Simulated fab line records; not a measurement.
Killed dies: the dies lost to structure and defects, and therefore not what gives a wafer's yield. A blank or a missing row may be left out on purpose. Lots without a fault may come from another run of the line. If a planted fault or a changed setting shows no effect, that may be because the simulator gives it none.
fab line records	flow n5-finfet
record: lots: 6	wafers: 18	last-day: 18
route steps=1938 shown BEOL_M1@789 BEOL_M4@1111 PASSIVATION@1936
lots that met no fault: from a run of the same line without faults
start-h: hours from the record's opening day to when the first of the lot's shown wafers began	wait-h: hours from the lot's prior step to this one	" same as the row above	L1.1+2: a row that stands for several wafers	- value missing, or start not given	* or withheld: withheld	< > ~ a bound
route shown NAME@n: NAME is a module with steps in the file, n the number in the route of the first one	usual: mean and standard deviation over wafers with no fault	same: alike in all rows	chamber/n: place in a boat	sites: per-site readings	_std_site: the standard deviation of these	_edge_site: inner sites' mean taken away from outer sites' mean	radius-mm: for every site, how far away it sits from the centre of the wafer	mask NAME#n: copy n	behind: the last tool/chamber to shape the wafer	hold: reason for holding the lot/hours on hold/outcome of the hold	device: whichever transistor did not switch (one of n, p or np)	end of line: the same wafers' tests at the end of the route	a step given without rows: its recipe and nothing more	killed: dies that structure and defects cost at the first sort, which is not the same as the wafer's yield	map: per-die view of a wafer (x killed, . not killed, _ where there is no die)
set.NAME: the setting that was run; set.NAME@STEP: the one run at that earlier step	model.NAME: the simulator's own value behind a step, which no gauge read
a table for each step, a row for each wafer; lots at some steps of the route
services: a tool's chamber out of use, with start hour (start-h, from the record's first day; less than 0 if before it), hours out, and reason
== steps ==
step: N5_BEOL_M1_DESCUM_33
recipe: chemistry: O2	time-s: 7	source-power-w: 50	bias-power-w: 20	pressure-mtorr: 20	rf-frequency-hz: 2.712e+07	temp-c: 40	resist: CAR-EUV	o2-flow-sccm: 225
step: N5_BEOL_M1_ETCH_77
recipe: chemistry: N2/H2	target: underlayer	target-depth-a: 65	mask-material: CAR-EUV	time-s: 5.2	ion-energy-ev: 200	pressure-mtorr: 30	source-w: 840	bias-w: 150	n2-flow-sccm: 200	h2-flow-sccm: 200	ends: cleared
usual: drypump-motor-current-A: 5.7/0.46	etch-rf-on-time-s: 5.20/0.12	oes-product-au: 0.64/0.058	rf-fwd-power-W: 819.1/2.4	rf-vpp-V: 524.4/2.9	showerhead-plenum-p-Torr: 2.56/0.094	throttle-valve-pct: 17.93/0.23
lot.wafer	tool	chamber	start-h	wait-h	drypump-motor-current-A	etch-rf-on-time-s	oes-product-au	rf-fwd-power-W	rf-hours-counter-h	rf-vpp-V	showerhead-plenum-p-Torr	throttle-valve-pct
L442.1	rie-diel-01	2	140.05	0.0	5.1	5.32	0.66	816.0	135	525.6	2.64	17.82
L442.4	"	1	"	"	6.4	5.22	0.65	809.8	155	524.1	2.55	18.04
L442.6	"	2	"	"	5.1	5.37	0.65	815.2	-	526.4	2.64	17.83
L445.1	rie-diel-04	0	154.61	0.0	5.3	5.12	0.66	817.7	160	525.5	2.63	17.81
L445.4	"	3	"	"	6.0	5.21	0.60	820.0	218	523.8	2.61	17.86
L445.5	"	2	"	"	5.9	5.30	0.72	818.5	-	525.7	2.57	17.52
L448.1	rie-diel-06	3	171.90	0.0	6.2	4.98	0.62	817.2	230	523.4	2.50	17.95
L448.4	"	0	"	"	5.6	5.24	0.62	819.6	191	526.6	2.62	18.03
L448.6	"	0	"	"	5.7	5.29	0.61	820.5	-	526.1	2.62	18.07
L449.1	rie-diel-04	1	179.34	0.0	5.4	5.16	0.61	819.7	224	523.6	2.63	18.50
L449.2	"	0	"	"	5.3	5.20	0.64	820.6	171	528.6	2.63	17.82
L449.6	"	2	"	"	5.9	5.34	0.72	818.4	-	525.5	2.56	17.53
L451.1	rie-diel-01	1	194.60	0.0	6.4	5.18	0.65	821.9	164	524.0	2.54	18.05
L451.4	"	2	"	"	5.1	5.37	0.63	816.0	143	525.8	2.64	17.85
L451.6	"	3	"	"	5.9	5.28	0.59	820.7	-	523.1	2.51	17.90
L463.2	rie-diel-04	2	271.01	0.0	5.9	5.38	0.69	819.1	81	526.4	2.55	17.56
L463.4	"	1	"	"	5.4	5.12	0.58	821.0	-	525.6	2.61	18.55
L463.6	"	2	"	"	5.9	5.40	0.68	818.5	-	525.3	2.55	17.58
step: N5_BEOL_M1_ETCH_69
recipe: chemistry: CF4	target: SiARC	target-depth-a: 156	mask-material: CAR-EUV	time-s: 26	ion-energy-ev: 80	pressure-mtorr: 40	source-w: 545	bias-w: 36	Ar_flow_sccm: 100	cf4-flow-sccm: 100	ends: cleared
step: N5_BEOL_M1_ALD_98
recipe: material: SiO2	target-thk-a: 25	temp-c: 100	ald-precursor-family: BDEAS	ald-co-reactant: O2-plasma	pulse-time-s: 1	co-reactant-pulse-time-s: 1	purge-time-s: 2	co-reactant-purge-time-s: 2	ald-cycles: 17	pressure-torr: 2
usual: heater-power-w: 73/7.1	precursor-pulse-height-rel: 0.998/0.019
same: pulse-time-s: 1
lot.wafer	tool	chamber	start-h	wait-h	heater-power-w	precursor-pulse-height-rel	since-wet-clean-h
L442.1	ald-sin-02	1	140.39	0.3	66	1.003	133
L442.4	"	3	"	"	69	1.003	-
L442.6	"	1	"	"	64	1.017	-
L445.1	ald-sin-02	1	154.70	0.1	65	1.000	147
L445.4	"	3	"	"	67	0.979	147
L445.5	"	3	"	"	67	0.977	-
L448.1	ald-sin-02	0	172.00	0.1	87	0.978	164
L448.4	"	1	"	"	64	1.010	164
L448.6	"	1	"	"	65	1.020	-
L449.1	ald-sin-02	0	182.07	2.7	85	0.981	174
L449.2	"	3	"	"	68	1.006	174
L449.6	"	1	"	"	66	1.001	-
L451.1	ald-sin-01	2	195.30	0.7	70	0.996	96
L451.4	"	2	"	"	69	1.035	-
L451.6	"	2	"	"	69	0.987	-
L463.2	ald-sin-01	0	271.14	0.1	80	1.014	172
L463.4	"	3	"	"	77	0.980	172
L463.6	"	0	"	"	80	1.019	-
step: N5_BEOL_M1_ETCHBACK_99
recipe: chemistry: CHF3	target: SiO2	target-depth-a: 50	time-s: 10.4	source-w: 215	bias-w: 47	Ar_flow_sccm: 200	CHF3_flow_sccm: 12	ion-energy-ev: 100	pressure-mtorr: 30
step: N5_BEOL_M1_ETCH_70
recipe: chemistry: N2/H2	target: SOC	target-depth-a: 800	overetch-a: 160	mask-material: SiARC	temp-c: 40	time-s: 120	ion-energy-ev: 200	pressure-mtorr: 30	source-w: 840	bias-w: 150	n2-flow-sccm: 200	h2-flow-sccm: 200
usual: drypump-motor-current-A: 5.8/0.43	oes-product-au: 0.57/0.048	rf-fwd-power-W: 834.9/2.9	rf-vpp-V: 524.5/2.5	showerhead-plenum-p-Torr: 2.57/0.084	throttle-valve-pct: 17.91/0.27
lot.wafer	tool	chamber	start-h	wait-h	drypump-motor-current-A	oes-product-au	rf-fwd-power-W	rf-hours-counter-h	rf-vpp-V	showerhead-plenum-p-Torr	throttle-valve-pct
L442.1	rie-diel-01	0	141.93	0.0	6.2	0.55	828.1	189	521.0	2.41	18.07
L442.4	"	2	"	"	5.1	0.60	833.3	136	526.5	2.64	17.79
L442.6	"	1	"	"	6.4	0.59	840.4	-	523.6	2.55	18.00
L445.1	rie-diel-04	3	160.61	0.0	6.0	0.53	833.2	220	525.7	2.61	17.82
L445.4	"	0	"	"	5.3	0.59	832.5	163	525.4	2.63	17.78
L445.5	"	0	"	"	5.4	0.59	835.8	-	526.1	2.63	17.78
L448.1	rie-diel-01	2	182.52	0.0	5.1	0.59	838.0	140	525.6	2.64	17.80
L448.4	"	0	"	"	6.2	0.54	832.8	193	521.3	2.40	18.10
L448.6	"	0	"	"	6.3	0.54	833.0	-	520.8	2.40	18.08
L449.1	rie-diel-04	2	183.00	0.0	5.9	0.65	835.8	59	525.5	2.56	17.50
L449.2	"	1	"	"	5.5	0.54	835.2	225	525.1	2.62	18.44
L449.6	"	0	"	"	5.3	0.57	827.3	-	525.4	2.63	17.80
L451.1	rie-diel-04	1	199.93	0.0	5.4	0.54	834.9	230	526.4	2.62	18.47
L451.4	"	2	"	"	5.9	0.64	837.9	63	525.5	2.56	17.53
L451.6	"	2	"	"	5.9	0.65	837.5	-	525.2	2.56	17.53
L463.2	rie-diel-04	2	274.60	0.0	5.9	0.62	837.2	83	525.1	2.55	17.54
L463.4	"	0	"	"	5.4	0.56	829.9	-	526.0	2.61	17.86
L463.6	"	2	"	"	5.9	0.63	838.3	-	525.0	2.55	17.53
step: N5_BEOL_M1_STRIP_71
recipe: chemistry: N2/H2	temp-c: 40	n2-flow-sccm: 200	h2-flow-sccm: 200	rf-frequency-hz: 6e+07
step: N5_BEOL_M1_STRIP_78
recipe: chemistry: N2/H2	temp-c: 40	n2-flow-sccm: 200	h2-flow-sccm: 200	rf-frequency-hz: 6e+07
step: N5_BEOL_M1_VIA_ETCH_34
recipe: chemistry: C4F6/O2	target-depth-a: 678	mask-material: SOC	pressure-mtorr: 15	ion-energy-ev: 250	taper-deg: 4	time-s: 64.4	source-w: 350	bias-w: 170	Ar_flow_sccm: 300	C4F6_flow_sccm: 10	O2_flow_sccm: 10
step: N5_BEOL_M1_STRIP_83
recipe: chemistry: C4F6/O2	resist: SiARC	rf-frequency-hz: 6e+07
step: N5_BEOL_M1_STRIP_36
recipe: chemistry: N2/H2	power-w: 450	temp-c: 40	pressure-mtorr: 20	rf-frequency-hz: 6e+07	overash-fraction: 0.3	bias-power-w: 7	h2-frac: 0.5	n2-flow-sccm: 200	h2-flow-sccm: 200
usual: bias-power-w: 6.998/0.023	drypump-motor-current-A: 5.8/0.43	oes-product-au: 0.75/0.064	rf-vpp-V: 59.2/1.5	showerhead-plenum-p-Torr: 2.56/0.084	throttle-valve-pct: 23.7/0.34
lot.wafer	tool	chamber	start-h	wait-h	bias-power-w	drypump-motor-current-A	oes-product-au	rf-hours-counter-h	rf-vpp-V	showerhead-plenum-p-Torr	throttle-valve-pct
L442.1	rie-diel-01	0	142.09	0.0	6.995	6.2	0.72	189	59.9	2.40	24.0
L442.4	"	2	"	"	7.009	5.1	0.77	136	59.6	2.64	23.6
L442.6	"	1	"	"	7.002	6.4	0.76	-	60.3	2.54	23.8
L445.1	rie-diel-04	3	160.77	0.0	6.966	6.0	0.69	220	58.7	2.61	23.7
L445.4	"	0	"	"	6.979	5.3	0.77	163	61.3	2.63	23.5
L445.5	"	0	"	"	7.007	5.3	0.77	-	58.5	2.62	23.6
L448.1	rie-diel-01	2	182.68	0.0	7.002	5.1	0.76	140	60.1	2.64	23.6
L448.4	"	0	"	"	7.009	6.2	0.72	193	60.9	2.40	24.0
L448.6	"	0	"	"	6.992	6.2	0.71	-	59.0	2.40	23.9
L449.1	rie-diel-04	2	183.16	0.0	6.991	5.9	0.84	59	59.1	2.56	23.2
L449.2	"	1	"	"	6.987	5.4	0.69	225	58.1	2.62	24.5
L449.6	"	0	"	"	7.014	5.3	0.75	-	62.7	2.62	23.6
L451.1	rie-diel-04	1	200.09	0.0	6.991	5.5	0.70	230	57.6	2.62	24.5
L451.4	"	2	"	"	7.053	5.9	0.85	63	60.1	2.56	23.2
L451.6	"	2	"	"	7.029	5.9	0.84	-	58.0	2.56	23.2
L463.2	rie-diel-04	2	274.76	0.0	6.980	5.8	0.81	83	58.5	2.55	23.2
L463.4	"	0	"	"	6.980	5.3	0.72	-	60.6	2.61	23.6
L463.6	"	2	"	"	6.971	5.8	0.81	-	58.7	2.55	23.3
step: N5_BEOL_M1_TRENCH_ETCH_37
recipe: chemistry: C4F6/O2	target-depth-a: 552.07	target: SiOC	time-s: 29	ion-energy-ev: 250	pressure-mtorr: 30	source-w: 355	bias-w: 185	Ar_flow_sccm: 300	C4F6_flow_sccm: 10	O2_flow_sccm: 10
step: N5_BEOL_M1_ETCH_41
recipe: chemistry: CH3F/O2	target: SiCN	target-depth-a: 319	taper-deg: 2	time-s: 57.8	ion-energy-ev: 120	mask-material: TiN	pressure-mtorr: 30	source-w: 395	bias-w: 75	Ar_flow_sccm: 150	CH3F_flow_sccm: 30	O2_flow_sccm: 20
usual: O2_flow_sccm: 19.99/0.065	drypump-motor-current-A: 5.8/0.43	oes-product-au: 0.74/0.063	rf-fwd-power-W: 391.4/1.9	rf-vpp-V: 298.0/1.5	showerhead-plenum-p-Torr: 2.02/0.07	throttle-valve-pct: 16.44/0.2
lot.wafer	tool	chamber	start-h	wait-h	O2_flow_sccm	drypump-motor-current-A	oes-product-au	rf-fwd-power-W	rf-hours-counter-h	rf-vpp-V	showerhead-plenum-p-Torr	throttle-valve-pct	model.etch.depth-nm
L442.1	rie-diel-01	0	142.16	-	20.05	6.2	0.71	390.8	189	295.8	1.90	16.64	21.29
L442.4	"	2	"	"	19.97	5.1	0.76	395.0	136	300.5	2.11	16.48	21.28
L442.6	"	1	"	"	20.05	6.4	0.77	390.3	-	297.9	1.99	16.45	21.8
L445.1	rie-diel-04	3	160.84	-	20.02	6.0	0.69	394.0	220	298.3	2.06	16.38	21.59
L445.4	"	0	"	"	19.99	5.3	0.76	390.0	163	301.0	2.09	16.43	21.36
L445.5	"	0	"	"	20.07	5.3	0.76	391.1	-	299.9	2.09	16.43	21.55
L448.1	rie-diel-01	2	182.75	-	19.97	5.1	0.76	393.5	140	298.1	2.11	16.49	21.12
L448.4	"	0	"	"	19.94	6.2	0.70	389.4	193	295.8	1.90	16.64	21.29
L448.6	"	0	"	"	20.02	6.2	0.70	389.3	-	295.5	1.90	16.63	21.36
L449.1	rie-diel-04	2	183.23	-	20.02	5.9	0.83	392.4	59	298.7	2.03	16.13	21.25
L449.2	"	1	"	"	19.95	5.4	0.59	392.2	225	299.4	2.05	16.71	16.47
L449.6	"	0	"	"	19.85	5.3	0.75	392.0	-	299.4	2.08	16.44	21.76
L451.1	rie-diel-04	1	200.16	-	20.09	5.4	0.70	393.0	230	298.7	2.05	16.74	21.84
L451.4	"	2	"	"	19.89	5.9	0.70	391.8	63	298.1	2.03	16.12	16.08
L451.6	"	2	"	"	19.92	5.9	0.82	393.1	-	298.1	2.03	16.14	21.16
L463.2	rie-diel-04	2	274.83	-	19.96	5.9	0.82	391.1	83	298.5	2.02	16.18	21.53
L463.4	"	0	"	"	19.95	5.3	0.72	390.2	-	298.8	2.07	16.50	21.61
L463.6	"	2	"	"	19.87	5.9	0.81	390.7	-	297.9	2.02	16.16	21.38
step: N5_BEOL_M1_STRIP_97
recipe: chemistry: N2/H2	time-s: 10	power-w: 450	temp-c: 40	pressure-mtorr: 20	rf-frequency-hz: 6e+07	bias-power-w: 7	n2-flow-sccm: 200	h2-flow-sccm: 200
usual: bias-power-w: 7.001/0.02	drypump-motor-current-A: 5.8/0.43	oes-product-au: 0.75/0.064	rf-vpp-V: 59.2/0.87	showerhead-plenum-p-Torr: 2.56/0.085	throttle-valve-pct: 23.7/0.34
lot.wafer	tool	chamber	start-h	wait-h	bias-power-w	drypump-motor-current-A	oes-product-au	rf-hours-counter-h	rf-vpp-V	showerhead-plenum-p-Torr	throttle-valve-pct
L442.1	rie-diel-01	0	-	-	6.988	6.2	0.71	189	59.4	2.40	23.9
L442.4	"	2	"	"	7.002	5.1	0.78	136	58.8	2.64	23.6
L442.6	"	1	"	"	7.039	6.4	0.76	-	59.3	2.54	23.8
L445.1	rie-diel-04	3	-	-	6.981	6.0	0.70	220	59.3	2.61	23.7
L445.4	"	0	"	"	7.008	5.3	0.77	163	59.1	2.63	23.6
L445.5	"	0	"	"	7.001	5.3	0.76	-	59.5	2.63	23.6
L448.1	rie-diel-01	2	-	-	6.999	5.1	0.77	140	59.1	2.64	23.6
L448.4	"	0	"	"	6.998	6.2	0.72	193	58.8	2.40	24.0
L448.6	"	0	"	"	7.004	6.2	0.71	-	61.8	2.40	24.0
L449.1	rie-diel-04	2	-	-	6.984	5.9	0.85	59	59.0	2.56	23.2
L449.2	"	1	"	"	7.025	5.4	0.69	225	58.9	2.62	24.4
L449.6	"	0	"	"	7.016	5.4	0.76	-	59.2	2.62	23.6
L451.1	rie-diel-04	1	-	-	6.977	5.4	0.70	230	58.6	2.62	24.5
L451.4	"	2	"	"	7.007	5.9	0.85	63	59.0	2.56	23.2
L451.6	"	2	"	"	6.958	5.9	0.85	-	59.9	2.56	23.2
L463.2	rie-diel-04	2	-	-	7.010	5.9	0.81	83	59.6	2.55	23.3
L463.4	"	0	"	"	6.998	5.3	0.72	-	59.2	2.61	23.6
L463.6	"	2	"	"	6.972	5.9	0.82	-	59.9	2.55	23.3
step: N5_BEOL_M4_RC_MEAS_101
usual: DIBL_N: 35.9/1.8	DIBL_P: 36.2/2	IOFF_N: 0.16/0.031	IOFF_P: 0.22/0.041	ION_N: 676/11	ION_P: 465/8.5	SS_N: 71.4/0.64	SS_P: 73.2/0.7	VT_N: 250/3.5	VT_P: -250/3.9
lot.wafer	tool	chamber	start-h	wait-h	DIBL_N[mV/V]	DIBL_P[mV/V]	IOFF_N[nA/um]	IOFF_P[nA/um]	ION_N[uA/um]	ION_P[uA/um]	SS_N[mV/dec]	SS_P[mV/dec]	VT_N[mV]	VT_P[mV]
L442.1	prober-02	0	182.20	0.0	35.6	36.2	0.16	0.19	670	462	71.8	72.7	249	-255
L442.4	"	0	"	"	33.7	33.2	0.12	0.16	659	452	70.6	72.3	253	-252
L442.6	"	0	"	"	35.3	34.7	0.15	0.18	677	459	71.3	72.7	248	-253
L445.1	prober-02	0	214.72	0.0	33.6	33.3	0.11	0.15	660	449	70.8	72.5	256	-255
L445.4	"	0	"	"	36.3	36.2	0.16	0.19	682	464	72.5	74.1	248	-255
L445.5	"	0	"	"	35.6	34.8	0.15	0.18	665	453	71.9	72.7	248	-257
L449.1	prober-01	0	218.67	0.0	35.2	35.4	0.14	0.22	681	472	70.6	72.7	252	-248
L449.2	"	0	"	"	37.9	38.2	0.19	0.27	689	470	72.1	73.4	246	-243
L449.6	"	0	"	"	34.1	34.1	0.14	0.20	676	470	71.1	73.0	251	-250
L448.1	prober-01	0	231.46	0.0	35.3	37.8	0.16	0.23	678	465	71.3	73.5	249	-250
L448.4	"	0	"	"	33.5	35.2	0.13	0.19	668	460	70.8	72.2	251	-251
L448.6	"	0	"	"	33.8	35.7	0.12	0.19	667	463	70.4	72.6	257	-252
L451.1	prober-01	0	242.09	0.0	38.4	38.3	0.20	0.26	693	470	71.3	74.3	248	-249
L451.4	"	0	"	"	37.5	37.0	0.19	0.24	686	475	71.9	73.3	246	-251
L451.6	"	0	"	"	36.7	36.3	0.16	0.22	679	468	71.7	74.0	249	-250
L463.2	prober-02	0	321.27	0.2	38.6	38.9	0.17	0.19	665	449	71.3	73.4	251	-254
L463.4	"	0	"	"	34.5	34.8	0.11	0.14	645	443	70.4	72.2	254	-258
L463.6	"	0	"	"	32.4	31.9	0.09	0.12	651	448	70.3	71.7	259	-260
step: N5_PASSIVATION_PROBE_49
usual: defect-limited-yield: 91.3/1.3	killed_at_M0_to_M3: 35/9.3	killed_at_M4_up: 14/5.2	killed-at-contacts: 12/5.9	killed-at-front-end: 38/11	killed-at-other: 4/3.7	killed-dies: 103/15	killed-on-rim: 14/4	killed-open: 67/12	killed-short: 34/8	sort_bin_5_function: 5.1/0.88	sort_bin_6_memory: 3.3/0.65	sort-n-pass: 1077/15	sort-yield-pct: 91.3/1.3
same: gross-dies: 1180	killed-at-back-side: 0	sort_bin_4_leakage[%]: 0	sort_bin_8_speed[%]: 0
lot.wafer	tool	chamber	start-h	wait-h	defect-limited-yield[%]	killed_at_M0_to_M3	killed_at_M4_up	killed-at-contacts	killed-at-front-end	killed-at-other	killed-dies	killed-on-rim	killed-open	killed-short	sort_bin_5_function[%]	sort_bin_6_memory[%]	sort-n-pass	sort-yield-pct[%]
L442.1	prober-02	-	297.37	0.0	92.3	32	15	15	27	2	91	16	61	28	3.9	3.5	1089	92.3
L442.4	prober-02	-	297.52	0.2	91.9	36	21	15	18	5	95	14	74	20	5.0	2.7	1085	91.9
L442.6	prober-02	-	297.62	0.3	92.0	34	13	9	33	5	94	9	58	36	4.4	3.0	1086	92.0
L449.2	prober-01	-	332.21	0.1	92.6	45	9	2	28	3	87	15	57	30	4.7	2.3	1093	92.6
L448.1	prober-02	-	341.92	0.0	89.9	37	22	8	49	3	119	21	80	39	6.4	3.2	1061	89.9
L448.4	prober-02	-	342.07	0.2	89.9	25	23	9	50	12	119	16	76	41	6.1	3.6	1061	89.9
L448.6	prober-02	-	342.17	0.3	91.7	29	8	20	36	5	98	20	67	28	4.7	3.5	1082	91.7
L451.1	prober-02	-	361.28	0.0	90.8	24	23	12	47	2	108	20	75	33	5.1	3.6	1072	90.8
L451.4	prober-02	-	361.43	0.2	89.8	34	11	7	59	9	120	18	89	31	6.6	3.2	1060	89.8
L451.6	prober-02	-	361.53	0.3	91.4	20	16	4	51	10	101	13	68	29	5.0	2.9	1079	91.4
killed by level:class
L442.1 STI_FIN_REVEAL:geometric-particle:open=14 MOL_CONTACT_COAG:geometric-particle:open=13 BEOL_M0_SAQP:geometric-particle:short=12 BEOL_M0_SAQP:geometric-particle:open=10 BEOL_M4:geometric-particle:open=8 BEOL_M3:geometric-particle:open=6 BEOL_M0:geometric-particle:open=3 FIN_SAQP:geometric-particle:short=2
L442.4 BEOL_M4:geometric-particle:open=14 MOL_CONTACT_COAG:geometric-particle:open=13 BEOL_M3:geometric-particle:open=11 BEOL_M0_SAQP:geometric-particle:open=10 BEOL_M0_SAQP:geometric-particle:short=8 STI_FIN_REVEAL:geometric-particle:open=7 DUMMY_GATE:geometric-particle:open=3 BEOL_M4:geometric-particle:short=3
L442.6 BEOL_M0_SAQP:geometric-particle:open=16 STI_FIN_REVEAL:geometric-particle:open=11 BEOL_M0_SAQP:geometric-particle:short=11 FIN_SAQP:geometric-particle:short=9 BEOL_M4:geometric-particle:open=7 MOL_CONTACT_COAG:geometric-particle:open=6 DUMMY_GATE:geometric-particle:open=4 MOL_CONTACT_COAG:geometric-particle:short=3
L449.2 BEOL_M0_SAQP:geometric-particle:short=14 BEOL_M0_SAQP:geometric-particle:open=9 BEOL_M3:geometric-particle:open=7 BEOL_M1:geometric-particle:open=7 BEOL_M2:geometric-particle:open=6 STI_FIN_REVEAL:geometric-particle:open=5 GATE_CUT:geometric-particle:open=5 BEOL_M4:geometric-particle:open=4
L448.1 FIN_SAQP:geometric-particle:open=12 BEOL_M4:geometric-particle:open=11 FIN_SAQP:geometric-particle:short=10 BEOL_M3:geometric-particle:open=10 STI_FIN_REVEAL:geometric-particle:open=9 BEOL_M0_SAQP:geometric-particle:open=9 MOL_CONTACT_COAG:geometric-particle:open=6 BEOL_M0:geometric-particle:short=4
L448.4 STI_FIN_REVEAL:geometric-particle:open=14 FIN_SAQP:geometric-particle:short=9 BEOL_M4:geometric-particle:open=9 MOL_CONTACT_COAG:geometric-particle:open=8 FIN_SAQP:geometric-particle:open=6 STARTING-WAFER:geometric-particle:short=6 STI_FIN_REVEAL:geometric-particle:short=6 BEOL_M3:geometric-particle:open=6
L448.6 MOL_CONTACT_COAG:geometric-particle:open=14 STI_FIN_REVEAL:geometric-particle:open=9 BEOL_M3:geometric-particle:open=8 FIN_SAQP:geometric-particle:open=6 MOL_CONTACT_COAG:geometric-particle:short=6 FIN_SAQP:geometric-particle:short=5 DUMMY_GATE:geometric-particle:open=5 BEOL_M0_SAQP:geometric-particle:short=5
L451.1 STI_FIN_REVEAL:geometric-particle:open=12 MOL_CONTACT_COAG:geometric-particle:open=11 BEOL_M5:geometric-particle:open=9 FIN_SAQP:geometric-particle:open=7 DUMMY_GATE:geometric-particle:open=7 GATE_CUT:geometric-particle:short=7 BEOL_M0_SAQP:geometric-particle:open=5 BEOL_M1:geometric-particle:open=5
L451.4 FIN_SAQP:geometric-particle:open=20 STI_FIN_REVEAL:geometric-particle:open=14 BEOL_M0:geometric-particle:open=8 BEOL_M0_SAQP:geometric-particle:open=8 BEOL_M2:geometric-particle:open=8 MOL_CONTACT_COAG:geometric-particle:open=6 DUMMY_GATE:geometric-particle:open=6 FIN_SAQP:geometric-particle:short=5
L451.6 FIN_SAQP:geometric-particle:open=14 DUMMY_GATE:geometric-particle:open=8 STI_FIN_REVEAL:geometric-particle:open=7 BEOL_M0_SAQP:geometric-particle:short=7 BEOL_M4:geometric-particle:open=6 PAD_METAL:geometric-particle:open=6 BEOL_M0_SAQP:geometric-particle:open=5 BEOL_M0:geometric-particle:open=4
== services ==
tool	chamber	start-h	hours	kind
rie-diel-06	2	130.38	-	clean
rie-diel-06	2	130.38	-	consumable-replace:focus-ring
rie-diel-06	2	130.38	-	consumable-replace:showerhead
rie-diel-06	2	130.38	17.2	scheduled-down
rie-diel-06	2	130.38	17.2	vent-cycle
rie-diel-01	-	142.97	28.1	pm
rie-diel-06	-	151.78	0.2	repair
ald-sin-01	1	168.50	92.3	repair
rie-diel-06	3	242.81	-	clean
rie-diel-06	3	242.81	-	consumable-replace:focus-ring
rie-diel-06	3	242.81	17.0	scheduled-down
rie-diel-01	2	244.51	16.5	repair
rie-diel-04	3	251.21	-	clean
rie-diel-04	3	251.21	-	consumable-replace:focus-ring
rie-diel-04	3	251.21	22.0	scheduled-down
rie-diel-04	3	251.21	22.0	vent-cycle
rie-diel-01	3	261.45	-	clean
rie-diel-01	3	261.45	-	consumable-replace:focus-ring
rie-diel-01	3	261.45	23.1	scheduled-down
rie-diel-01	3	261.45	23.1	vent-cycle
rie-diel-04	1	273.24	-	clean
rie-diel-04	1	273.24	-	consumable-replace:focus-ring
rie-diel-04	1	273.24	28.3	scheduled-down
rie-diel-04	1	273.24	28.3	vent-cycle
== key ==
first-sign none at tools or gauges
model-effect: step: N5_BEOL_M1_ETCH_41	value: etch.depth-nm	without: 21.77	struck: 16.28
met-at N5_BEOL_M1_ETCH_41
struck-wafers L449.2,L451.4
onset-between 160.84 183.23
fault: kind: process-parameter-drift	tool: rie-diel-04	chamber: -	onset-h: 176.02	steps: N5_BEOL_M1_ETCH_41	channel: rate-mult	offset: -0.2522	shape: step	end-h: 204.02	scope: struck-wafers-only
